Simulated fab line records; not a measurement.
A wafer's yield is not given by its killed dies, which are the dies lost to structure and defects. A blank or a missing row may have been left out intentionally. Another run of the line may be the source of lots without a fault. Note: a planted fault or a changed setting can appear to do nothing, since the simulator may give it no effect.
fab line records	flow nand-harc
record lots=12	wafers=36	last-day=24
route steps=1159 shown A_STAIRCASE@580 END@1159
lots untouched by any fault: they come from a run of this same line in which no faults occurred
start-h: hours from the record's first day to the start of the lot's first wafer shown	wait-h: how many hours have passed since the lot's step before this one	" identical to the entry in the row above	L1.1+2: one row covering several wafers at once	- value missing, or start not given	* or withheld: withheld	< > ~ a bound
route shown NAME@n: a module of which the file shows steps, and the number in the route of the first	usual: the fault-free wafers' mean and standard deviation	same: alike in all rows	chamber/n: place in a boat	sites: each site's reading	_std_site: the values' standard deviation	_edge_site: mean of outer sites minus mean of inner sites	radius-mm: how far each site lies from the wafer's centre	mask NAME#n: copy n	behind: tool/chamber where the wafer was last shaped	hold: cause of the lot's hold/its duration in hours/its outcome	device: the n, p or np transistor that did not switch	end of line: the route-end tests of the same wafers	for a step that has no rows: nothing shown but its recipe	killed: the dies lost at the first sort to structure and to defects; this is not the yield of the wafer	map: shows each die of a wafer: x if killed, . if not, _ if none is there
set.NAME: the setting as run; set.NAME@STEP: as run at that earlier step	model.NAME: the simulator's own value behind a step, which no gauge read
steps of the route over a sample of lots; a table a step, a row a wafer
services: from which hour (start-h, from the record's first day; less than 0 if before it) a tool's chamber was out of use, for how many hours, and why
## steps
# step NHARC_A_STAIRCASE_DESCUM_186
# recipe time-s=3	o2-flow-sccm=200	ar-flow-sccm=0	bias-power-w=0	chemistry=O2
# usual drypump-motor-current-A=5.8/0.44	oes-product-au=0.997/0.011	rf-vpp-V=57.8/0.86	showerhead-plenum-p-Torr=1.90/0.063	throttle-valve-pct=11.311/0.01
lot.wafer	tool	chamber	start-h	wait-h	drypump-motor-current-A	oes-product-au	rf-hours-counter-h	rf-vpp-V	showerhead-plenum-p-Torr	throttle-valve-pct
L893.2	rie-diel-01	0	251.52	-	6.6	0.983	39	57.3	1.87	11.310
L893.3	"	1	"	"	5.7	1.006	38	57.8	1.97	11.309
L893.1	"	2	"	"	5.9	0.984	37	57.7	1.89	11.321
L894.4	rie-diel-02	0	251.80	-	5.1	1.013	36	58.0	1.93	11.329
L894.3	"	1	"	"	6.0	0.992	35	58.0	1.99	11.313
L894.2	"	2	"	"	5.9	0.997	35	56.8	1.84	11.302
L896.3	rie-diel-01	0	260.37	-	6.6	0.981	42	58.4	1.87	11.339
L896.1	"	1	"	"	5.7	0.990	41	58.0	1.97	11.304
L896.4	"	2	"	"	5.9	0.982	-	59.2	1.89	11.299
L899.1	rie-diel-02	3	289.62	-	6.2	1.009	46	57.7	1.91	11.310
L899.5	"	3	"	"	6.2	1.011	-	58.0	1.91	11.303
L899.6	"	0	"	"	5.0	1.004	-	57.7	1.92	11.313
L903.4	rie-diel-08	0	294.13	-	6.1	0.976	56	57.6	1.80	11.327
L903.6	"	3	"	"	5.3	0.981	-	57.3	1.97	11.297
L903.5	"	0	"	"	6.1	0.983	-	58.0	1.80	11.296
L904.1	rie-diel-02	1	326.29	-	6.0	0.987	62	56.9	1.98	11.322
L904.4	"	0	"	"	5.0	1.010	63	57.0	1.92	11.316
L904.6	"	2	"	"	5.9	1.001	-	57.5	1.83	11.306
L909.4	rie-diel-01	2	335.70	-	5.9	0.996	6	58.4	1.88	11.310
L909.1	"	3	"	"	5.5	0.983	6	57.8	1.80	11.319
L909.6	"	1	"	"	5.7	1.013	-	58.4	1.96	11.318
L910.2	rie-diel-01	1	340.88	-	5.7	1.005	9	58.7	1.96	11.307
L910.3	"	3	"	"	5.5	0.985	10	56.0	1.80	11.312
L910.1	"	0	"	"	6.6	1.007	10	57.1	1.86	11.312
L911.1	rie-diel-08	0	341.28	-	6.1	1.008	8	55.5	1.80	11.326
L911.2	"	2	"	"	6.0	0.990	18	57.4	1.97	11.304
L911.6	"	3	"	"	5.3	1.002	-	59.4	1.96	11.311
L913.4	rie-diel-08	3	355.92	-	5.3	1.001	27	57.2	1.96	11.316
L913.2	"	1	"	"	5.0	1.003	22	56.9	1.85	11.332
L913.5	"	0	"	"	6.1	1.003	-	58.0	1.80	11.310
L914.4	rie-diel-01	1	360.24	-	5.7	1.013	17	56.9	1.96	11.306
L914.3	"	3	"	"	5.5	0.980	18	57.6	1.79	11.315
L914.5	"	1	"	"	5.7	1.002	-	58.2	1.96	11.306
L912.1	rie-diel-08	2	361.28	-	5.9	1.013	29	58.2	1.96	11.323
L912.3	"	0	"	"	6.1	1.009	21	57.6	1.80	11.305
L912.6	"	1	"	"	5.0	1.005	-	57.4	1.85	11.312
# step NHARC_A_STAIRCASE_ETCH_188
# recipe target-depth-a=1000	time-s=40.5	ion-energy-ev=400	c4f8-flow-sccm=20	o2-flow-sccm=10	ar-flow-sccm=withheld	rf-w=600	bias-w=1000	chemistry=C4F8/O2
# usual oes-product-au=0.931/0.014	rf-vpp-V=895/4.1
lot.wafer	tool	chamber	start-h	wait-h	oes-product-au	rf-hours-counter-h	rf-vpp-V
L893.3	rie-diel-01	1	251.76	-	0.941	38	899
L893.2	"	2	"	"	0.943	37	894
L893.1	"	3	"	"	0.924	35	888
L894.2	rie-diel-02	0	252.03	-	0.948	36	896
L894.4	"	1	"	"	0.947	35	901
L894.3	"	3	"	"	0.953	36	897
L896.3	rie-diel-01	2	260.91	-	0.924	41	895
L896.1	"	1	"	"	0.918	42	900
L896.4	"	0	"	"	0.908	-	893
L899.1	rie-diel-02	1	289.86	-	1.126	49	900
L899.6	"	1	"	"	1.127	-	900
L899.5	"	2	"	"	1.125	-	891
L903.4	rie-diel-08	3	294.40	-	0.908	64	898
L903.5	"	1	"	"	0.919	-	893
L903.6	"	2	"	"	0.928	-	900
L904.1	rie-diel-02	2	326.53	-	1.108	62	889
L904.4	"	3	"	"	1.131	61	896
L904.6	"	3	"	"	1.130	-	896
L909.4	rie-diel-01	2	336.72	-	0.922	7	895
L909.1	"	3	"	"	0.920	7	888
L909.6	"	2	"	"	0.924	-	895
L910.1	rie-diel-01	2	341.18	-	0.926	9	895
L910.2	"	3	"	"	0.917	10	889
L910.3	"	0	"	"	0.936	10	894
L911.1	rie-diel-08	0	341.59	-	0.929	8	890
L911.2	"	2	"	"	0.929	19	899
L911.6	"	2	"	"	0.930	-	899
L913.2	rie-diel-08	2	357.70	-	0.941	27	900
L913.4	"	3	"	"	0.925	28	898
L913.5	"	2	"	"	0.941	-	899
L914.3	rie-diel-01	1	360.67	-	0.940	18	897
L914.4	"	3	"	"	0.927	18	888
L914.5	"	1	"	"	0.938	-	900
L912.3	rie-diel-08	1	361.60	-	0.915	26	891
L912.1	"	3	"	"	0.920	29	899
L912.6	"	1	"	"	0.915	-	894
# step NHARC_A_STAIRCASE_TRIM_193
# recipe time-s=211.2	o2-flow-sccm=500	ar-flow-sccm=0	bias-w=0	chemistry=O2
# usual drypump-motor-current-A=5.8/0.44	oes-product-au=0.996/0.012	rf-vpp-V=57.7/0.89	showerhead-plenum-p-Torr=3.49/0.11	throttle-valve-pct=17.036/0.0089
lot.wafer	tool	chamber	start-h	wait-h	drypump-motor-current-A	oes-product-au	rf-hours-counter-h	rf-vpp-V	showerhead-plenum-p-Torr	throttle-valve-pct
L893.1	rie-diel-01	2	-	-	5.9	0.980	37	56.8	3.49	17.029
L893.2	"	3	"	"	5.5	0.992	35	57.4	3.34	17.029
L893.3	"	0	"	"	6.6	0.986	40	58.0	3.45	17.038
L894.4	rie-diel-02	1	-	-	6.0	0.991	36	58.3	3.65	17.025
L894.3	"	3	"	"	6.2	0.999	36	57.9	3.54	17.027
L894.2	"	0	"	"	5.1	1.010	36	57.4	3.55	17.037
L896.1	rie-diel-01	2	-	-	5.9	0.990	42	57.5	3.48	17.032
L896.3	"	0	"	"	6.6	0.972	44	58.1	3.45	17.054
L896.4	"	1	"	"	5.7	0.998	-	58.3	3.63	17.042
L899.1	rie-diel-02	1	-	-	6.0	1.002	49	57.6	3.64	17.024
L899.5	"	2	"	"	5.9	0.997	-	58.1	3.39	17.051
L899.6	"	3	"	"	6.2	1.018	-	60.4	3.53	17.018
L903.4	rie-diel-08	1	-	-	5.1	1.002	62	57.3	3.44	17.017
L903.5	"	1	"	"	5.0	1.006	-	57.2	3.44	17.029
L903.6	"	2	"	"	5.9	0.999	-	55.9	3.63	17.045
L904.4	rie-diel-02	0	-	-	5.1	1.005	63	58.2	3.53	17.043
L904.1	"	2	"	"	5.9	0.998	63	58.8	3.38	17.040
L904.6	"	1	"	"	6.0	0.975	-	57.3	3.64	17.043
L909.4	rie-diel-01	2	-	-	5.9	0.992	7	56.6	3.47	17.030
L909.1	"	3	"	"	5.5	0.983	8	57.4	3.33	17.031
L909.6	"	2	"	"	5.9	0.985	-	59.2	3.47	17.020
L910.3	rie-diel-01	2	-	-	5.9	0.982	10	57.8	3.47	17.035
L910.2	"	0	"	"	6.6	1.012	10	56.7	3.43	17.035
L910.1	"	1	"	"	5.7	1.007	10	59.8	3.61	17.033
L911.2	rie-diel-08	1	-	-	5.0	0.993	15	57.5	3.43	17.039
L911.1	"	2	"	"	5.9	0.993	19	58.8	3.62	17.031
L911.6	"	0	"	"	6.1	0.998	-	56.8	3.34	17.025
L913.2	rie-diel-08	1	-	-	5.0	0.995	25	57.4	3.42	17.026
L913.4	"	3	"	"	5.3	0.995	29	56.2	3.60	17.025
L913.5	"	0	"	"	6.1	1.000	-	57.5	3.33	17.028
L914.4	rie-diel-01	2	-	-	5.9	0.985	18	58.0	3.46	17.045
L914.3	"	3	"	"	5.5	0.984	19	56.5	3.32	17.025
L914.5	"	1	"	"	5.7	1.011	-	57.8	3.61	17.035
L912.1	rie-diel-08	2	-	-	5.9	1.007	29	57.3	3.61	17.054
L912.3	"	3	"	"	5.3	1.009	30	58.4	3.60	17.031
L912.6	"	1	"	"	5.0	1.008	-	57.2	3.42	17.044
# step NHARC_A_STAIRCASE_TRIM_198
# recipe time-s=211.2	o2-flow-sccm=500	ar-flow-sccm=0	bias-w=0	chemistry=O2
# usual drypump-motor-current-A=5.8/0.43	oes-product-au=1.001/0.01	rf-vpp-V=57.5/0.9	showerhead-plenum-p-Torr=3.50/0.11	throttle-valve-pct=17.036/0.0093
lot.wafer	tool	chamber	start-h	wait-h	drypump-motor-current-A	oes-product-au	rf-hours-counter-h	rf-vpp-V	showerhead-plenum-p-Torr	throttle-valve-pct
L893.2	rie-diel-01	1	-	-	5.7	1.001	39	58.4	3.63	17.026
L893.1	"	2	"	"	5.9	0.987	37	56.3	3.49	17.039
L893.3	"	3	"	"	5.5	0.996	35	56.1	3.34	17.039
L894.4	rie-diel-02	1	-	-	6.0	1.003	36	59.9	3.65	17.040
L894.3	"	2	"	"	5.9	1.009	35	57.6	3.39	17.035
L894.2	"	0	"	"	5.0	1.016	36	56.8	3.55	17.039
L896.3	rie-diel-02	2	-	-	5.9	0.999	40	56.9	3.39	17.043
L896.4	"	3	"	"	6.2	1.011	41	57.3	3.53	17.028
L896.1	"	0	"	"	5.1	1.009	41	58.4	3.55	17.037
L899.1	rie-diel-02	1	-	-	6.0	1.007	49	58.2	3.64	17.035
L899.5	"	1	"	"	6.0	1.000	-	56.3	3.64	17.035
L899.6	"	2	"	"	5.9	1.006	-	57.5	3.39	17.031
L903.4	rie-diel-02	3	-	-	6.2	1.014	49	57.8	3.53	17.045
L903.6	"	3	"	"	6.2	1.004	-	58.1	3.53	17.053
L903.5	"	0	"	"	5.1	0.996	-	57.3	3.54	17.041
L904.1	rie-diel-02	1	-	-	6.0	0.982	63	56.9	3.64	17.029
L904.4	"	0	"	"	5.1	0.995	63	56.0	3.53	17.041
L904.6	"	2	"	"	5.9	0.996	-	57.4	3.38	17.040
L909.4	rie-diel-01	3	-	-	5.5	0.984	9	57.4	3.33	17.029
L909.1	"	0	"	"	6.6	1.009	9	56.4	3.43	17.037
L909.6	"	3	"	"	5.5	0.986	-	57.2	3.33	17.029
L911.1	rie-diel-08	3	-	-	5.3	1.006	20	56.9	3.61	17.023
L911.2	"	0	"	"	6.1	0.995	10	56.0	3.33	17.035
L911.6	"	0	"	"	6.1	1.001	-	56.8	3.33	17.030
L910.2	rie-diel-01	2	-	-	5.9	0.989	12	57.9	3.47	17.036
L910.3	"	3	"	"	5.5	0.989	12	57.1	3.33	17.029
L910.1	"	1	"	"	5.7	1.013	11	58.1	3.61	17.032
L913.2	rie-diel-08	3	-	-	5.3	1.004	29	57.1	3.60	17.033
L913.4	"	0	"	"	6.1	1.009	21	56.5	3.33	17.024
L913.5	"	0	"	"	6.1	1.012	-	55.6	3.33	17.034
L914.3	rie-diel-08	2	-	-	5.9	1.010	29	57.2	3.61	17.025
L914.4	"	1	"	"	5.0	1.001	26	57.9	3.42	17.039
L914.5	"	3	"	"	5.3	1.000	-	58.3	3.60	17.044
L912.1	rie-diel-01	3	-	-	5.5	0.988	19	58.0	3.32	17.032
L912.3	"	0	"	"	6.6	1.012	20	57.4	3.43	17.040
L912.6	"	3	"	"	5.5	0.992	-	57.6	3.32	17.024
# step NHARC_END_SORT_01
# recipe temp-c=25
# usual killed-at-array=26/9.1	killed-at-other=0.7/0.9	killed-at-periphery=3.6/2.8	killed-dies=30/9.2	killed-open=3.0/1.9	killed-short=2.0/1.4
# same gross-dies=677
lot.wafer	tool	chamber	start-h	wait-h	killed-at-array	killed-at-other	killed-at-periphery	killed-dies	killed-open	killed-short
L893.1	prober-02	0	452.36	2.5	15	0	2	17	1	1
L893.2	prober-02	0	453.16	2.8	17	0	5	22	4	3
L893.3	prober-02	0	453.96	3.1	22	0	3	25	6	3
L899.1	prober-01	0	481.75	2.5	664	2	3	669	0	2
L899.5	prober-01	0	484.89	3.6	649	2	4	655	0	1
L899.6	prober-01	0	485.67	3.9	635	1	2	638	3	0
L903.4	prober-01	0	491.87	3.4	26	1	4	31	8	0
L903.5	prober-01	0	492.67	3.7	26	0	1	27	3	2
L903.6	prober-01	0	493.46	4.0	18	1	3	22	3	2
L904.1	prober-02	0	537.37	2.5	649	1	4	654	2	2
L904.4	prober-02	0	539.78	3.4	663	1	4	668	4	1
L904.6	prober-02	0	541.38	4.0	656	1	2	659	7	2
L913.2	prober-02	0	570.25	2.8	35	1	0	36	2	0
L913.4	prober-02	0	571.85	3.4	33	0	0	33	2	3
L913.5	prober-02	0	572.65	3.7	33	1	1	35	1	2
L914.3	prober-01	0	571.25	3.1	20	1	4	25	4	6
L914.4	prober-01	0	572.07	3.5	12	0	1	13	4	2
L914.5	prober-01	0	572.88	3.8	19	0	3	22	5	4
# killed by level:class
L893.1 A_SLIT:chamber-film-flake=11 A_CHANNEL_HOLE_D1:chamber-film-flake=2 P_M0:geometric-particle:short=1 A_CONTACT:geometric-particle:open=1 P_GATE:chamber-film-flake=1 A_CONTACT:chamber-film-flake=1
L893.2 A_SLIT:chamber-film-flake=6 A_CONTACT:chamber-film-flake=3 P_CONTACT:geometric-particle:open=1 P_M0:geometric-particle:open=1 A_ONON_D1:geometric-particle:short=1 A_CHANNEL_FILL_D1:geometric-particle:short=1 A_WL_FILL:geometric-particle:short=1 A_WL_FILL:geometric-particle:open=1
L893.3 A_SLIT:chamber-film-flake=9 A_ONON_D1:geometric-particle:short=2 A_CHANNEL_HOLE_D1:chamber-film-flake=2 A_STAIRCASE:chamber-film-flake=2 A_CONTACT:chamber-film-flake=2 P_GATE:geometric-particle:open=1 P_CONTACT:geometric-particle:open=1 P_M0:geometric-particle:open=1
L899.1 A_STAIRCASE:area-etch=648 A_CHANNEL_HOLE_D1:chamber-film-flake=4 A_STAIRCASE:chamber-film-flake=4 A_CONTACT:chamber-film-flake=4 A_M0:chamber-film-flake=2 THIN_TSV:chamber-film-flake=2 P_GATE:geometric-particle:short=1 A_SGD_CUT:geometric-particle:short=1
L899.5 A_STAIRCASE:area-etch=640 A_CONTACT:chamber-film-flake=3 P_STI:chamber-film-flake=2 P_GATE:chamber-film-flake=2 A_STAIRCASE:chamber-film-flake=2 THIN_TSV:chamber-film-flake=2 A_WL_FILL:geometric-particle:short=1 A_CHANNEL_HOLE_D1:chamber-film-flake=1
L899.6 A_STAIRCASE:area-etch=621 A_CHANNEL_HOLE_D1:chamber-film-flake=4 A_CONTACT:chamber-film-flake=4 A_CHANNEL_FILL_D1:chamber-film-flake=2 P_CONTACT:geometric-particle:open=1 A_ONON_D1:geometric-particle:open=1 A_M0:geometric-particle:open=1 P_CONTACT:chamber-film-flake=1
L903.4 A_SLIT:chamber-film-flake=10 A_CHANNEL_HOLE_D1:chamber-film-flake=6 A_STAIRCASE:chamber-film-flake=5 A_CONTACT:geometric-particle:open=2 P_CONTACT:geometric-particle:open=1 P_M0:geometric-particle:open=1 P_M1:geometric-particle:open=1 P_M2:geometric-particle:open=1
L903.5 A_SLIT:chamber-film-flake=14 A_CONTACT:geometric-particle:open=2 A_CHANNEL_HOLE_D1:chamber-film-flake=2 A_STAIRCASE:chamber-film-flake=2 A_ONON_D1:geometric-particle:short=1 A_CONTACT:geometric-particle:short=1 A_BLC:geometric-particle:open=1 P_GATE:chamber-film-flake=1
L903.6 A_SLIT:chamber-film-flake=9 A_CHANNEL_HOLE_D1:chamber-film-flake=4 A_CONTACT:geometric-particle:open=2 P_M0:geometric-particle:open=1 A_SLIT:geometric-particle:short=1 A_M0:geometric-particle:short=1 P_STI:chamber-film-flake=1 P_GATE:chamber-film-flake=1
L904.1 A_STAIRCASE:area-etch=610 A_SLIT:chamber-film-flake=16 A_CHANNEL_HOLE_D1:chamber-film-flake=15 A_CONTACT:chamber-film-flake=5 P_M1:chamber-film-flake=2 P_CONTACT:geometric-particle:short=1 P_M2:geometric-particle:open=1 A_WL_FILL:geometric-particle:open=1
L904.4 A_STAIRCASE:area-etch=623 A_CHANNEL_HOLE_D1:chamber-film-flake=19 A_SLIT:chamber-film-flake=13 A_STAIRCASE:chamber-film-flake=3 A_WL_FILL:chamber-film-flake=2 P_CONTACT:geometric-particle:open=1 P_M0:geometric-particle:open=1 A_CHANNEL_HOLE_D1:geometric-particle:open=1
L904.6 A_STAIRCASE:area-etch=624 A_CHANNEL_HOLE_D1:chamber-film-flake=10 A_SLIT:chamber-film-flake=9 A_STAIRCASE:chamber-film-flake=3 A_M0:geometric-particle:open=2 A_CONTACT:chamber-film-flake=2 P_M0:geometric-particle:open=1 P_M2:geometric-particle:open=1
L913.2 A_CHANNEL_HOLE_D1:chamber-film-flake=19 A_SLIT:chamber-film-flake=6 A_CONTACT:chamber-film-flake=5 A_WL_FILL:chamber-film-flake=3 A_BLC:geometric-particle:open=2 THIN_TSV:chamber-film-flake=1
L914.3 A_CHANNEL_HOLE_D1:chamber-film-flake=6 A_CONTACT:chamber-film-flake=5 P_GATE:geometric-particle:short=2 A_ONON_D1:geometric-particle:short=2 P_CONTACT:geometric-particle:open=1 A_CHANNEL_FILL_D1:geometric-particle:open=1 A_SGD_CUT:geometric-particle:short=1 A_WL_FILL:geometric-particle:short=1
L913.4 A_CHANNEL_HOLE_D1:chamber-film-flake=19 A_SLIT:chamber-film-flake=4 A_WL_FILL:geometric-particle:short=3 A_CONTACT:chamber-film-flake=3 A_ONON_D1:geometric-particle:open=1 A_CHANNEL_FILL_D1:geometric-particle:open=1 A_ZERO_WELL:chamber-film-flake=1 A_WL_FILL:chamber-film-flake=1
L914.4 A_CHANNEL_HOLE_D1:chamber-film-flake=4 A_ONON_D1:geometric-particle:short=2 A_STAIRCASE:chamber-film-flake=2 P_GATE:geometric-particle:open=1 A_WL_FILL:geometric-particle:open=1 A_CONTACT:geometric-particle:open=1 A_M0:geometric-particle:open=1 A_CONTACT:chamber-film-flake=1
L913.5 A_CHANNEL_HOLE_D1:chamber-film-flake=17 A_WL_FILL:chamber-film-flake=5 A_SLIT:chamber-film-flake=4 A_CONTACT:chamber-film-flake=4 A_CHANNEL_FILL_D1:geometric-particle:short=1 A_WL_FILL:geometric-particle:open=1 P_GATE:chamber-film-flake=1 STARTING-WAFER:geometric-particle:short=1
L914.5 A_CHANNEL_HOLE_D1:chamber-film-flake=9 A_ONON_D1:geometric-particle:short=2 A_CHANNEL_FILL_D1:geometric-particle:open=2 A_CONTACT:chamber-film-flake=2 P_CONTACT:geometric-particle:open=1 P_M0:geometric-particle:open=1 P_M1:geometric-particle:short=1 A_SOURCE_PLATE:geometric-particle:short=1
## services
tool	chamber	start-h	hours	kind
rie-diel-08	0	240.17	12.9	repair
rie-diel-01	0	246.31	-	clean
rie-diel-01	1	246.31	-	clean
rie-diel-01	2	246.31	-	clean
rie-diel-01	3	246.31	-	clean
rie-diel-01	3	256.86	8.8	repair
rie-diel-02	3	267.86	7.5	repair
rie-diel-01	0	270.81	-	clean
rie-diel-01	1	270.81	-	clean
rie-diel-01	2	270.81	-	clean
rie-diel-01	3	270.81	-	clean
rie-diel-01	0	295.39	-	clean
rie-diel-01	1	295.39	-	clean
rie-diel-01	2	295.39	-	clean
rie-diel-01	3	295.39	-	clean
rie-diel-08	-	301.82	9.0	pm
rie-diel-01	-	314.97	9.0	pm
rie-diel-01	0	314.97	9.0	vent-cycle
rie-diel-01	1	314.97	9.0	vent-cycle
rie-diel-01	2	314.97	9.0	vent-cycle
rie-diel-08	0	318.40	14.4	repair
rie-diel-02	-	328.58	9.0	pm
rie-diel-08	1	331.54	11.2	repair
rie-diel-02	0	337.94	7.0	repair
## key
first-sign step=NHARC_A_STAIRCASE_ETCH_188	reading=oes-product-au	direction=up	sigmas=14	usual=0.931	struck=1.125
effect step=NHARC_END_SORT_01	reading=killed-at-array	direction=up	sigmas=69	usual=26	struck=653
more-kills-born-at NHARC_A_STAIRCASE_ETCH_188@rie-diel-02=3766
met-at NHARC_A_STAIRCASE_ETCH_188
struck-lots L899,L904
later-rows-left-out L899.1,L899.5,L899.6,L904.1,L904.4,L904.6
tester-left-out L899,L904
not-acting-at NHARC_A_STAIRCASE_DESCUM_186,NHARC_A_STAIRCASE_TRIM_193,NHARC_A_STAIRCASE_TRIM_198
onset-between 252.03 289.86
fault kind=process-parameter-drift	tool=rie-diel-02	chamber=-	onset-h=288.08	steps=NHARC_A_STAIRCASE_ETCH_188	channel=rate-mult	offset=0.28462	shape=step	end-h=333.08
# tester-left-out: of these lots the tester's yield and bins aren't shown, on N5 and GAA mostly nor the transistor test; their killed dies are dies lost to structure and defects alone, not to doping, threshold or leakage, so they don't give the yield
# later-rows-left-out: the simulator's readings of these wafers behind a module that went badly wrong aren't trusted and aren't shown, but for the sort
